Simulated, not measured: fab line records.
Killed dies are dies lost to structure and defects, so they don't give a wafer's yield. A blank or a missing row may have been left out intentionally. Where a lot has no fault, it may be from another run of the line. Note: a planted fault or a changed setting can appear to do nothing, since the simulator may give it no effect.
Chamber matching :: flow n5-finfet :: N5_WELL_APT_DESCUM_30 on rie-diel-06: 4 sister chambers
The step chemistry O2, time 7.9 s. 8 wafers are shown with their chamber, then 7 later ones without.

## EACH WAFER AND ITS CHAMBER
wafer: L087.3
chamber: 2
throttle-valve-pct (%): 20.30
drypump-motor-current-A (A): 5.0

wafer: L089.2
chamber: 3
throttle-valve-pct (%): 20.44
drypump-motor-current-A (A): 5.9

wafer: L089.5
chamber: 1
throttle-valve-pct (%): 20.42
drypump-motor-current-A (A): 5.7

wafer: L091.1
chamber: 0
throttle-valve-pct (%): 20.61
drypump-motor-current-A (A): 6.0

wafer: L091.4
chamber: 3
throttle-valve-pct (%): 20.43
drypump-motor-current-A (A): 5.9

wafer: L091.6
chamber: 2
throttle-valve-pct (%): 20.29
drypump-motor-current-A (A): 5.1

wafer: L092.1
chamber: 0
throttle-valve-pct (%): 20.61
drypump-motor-current-A (A): 6.0

wafer: L092.2
chamber: 1
throttle-valve-pct (%): 20.43
drypump-motor-current-A (A): 5.8

## WAFERS MISSING THEIR CHAMBER
wafer: L092.5
throttle-valve-pct (%): 20.31
drypump-motor-current-A (A): 5.1

wafer: L094.1
throttle-valve-pct (%): 20.62
drypump-motor-current-A (A): 6.0

wafer: L094.4
throttle-valve-pct (%): 20.45
drypump-motor-current-A (A): 5.7

wafer: L094.5
throttle-valve-pct (%): 20.63
drypump-motor-current-A (A): 6.0

wafer: L095.1
throttle-valve-pct (%): 20.33
drypump-motor-current-A (A): 5.1

wafer: L095.2
throttle-valve-pct (%): 20.45
drypump-motor-current-A (A): 5.9

wafer: L095.4
throttle-valve-pct (%): 20.63
drypump-motor-current-A (A): 5.9

## WHICH CHAMBER EACH WENT THROUGH
wafer: L092.5
from the rows above: 2
in truth: 2

wafer: L094.1
from the rows above: 0
in truth: 0

wafer: L094.4
from the rows above: can't be placed: 1 or 3
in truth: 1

wafer: L094.5
from the rows above: 0
in truth: 0

wafer: L095.1
from the rows above: 2
in truth: 2

wafer: L095.2
from the rows above: 3
in truth: 3

wafer: L095.4
from the rows above: 0
in truth: 0
6 of 7 placed correctly. From these rows, 1 cannot be placed; in 1 the true chamber is one of the candidates. Wrongly placed: 0.
How it was worked out, from the rows above alone: a wafer's distance from a chamber is the root of the sum, over the readings, of the square of ((its reading less the chamber's mean) divided by the reading's scatter). The wafer belongs to the nearest chamber; if the next one is less than 2 further off, it can't be placed. The mean given for a chamber averages the wafers shown for that chamber. The scatter is the square root of a quotient: the sum, over the shown wafers, of each reading's squared deviation from its chamber's mean, divided by wafers minus chambers.
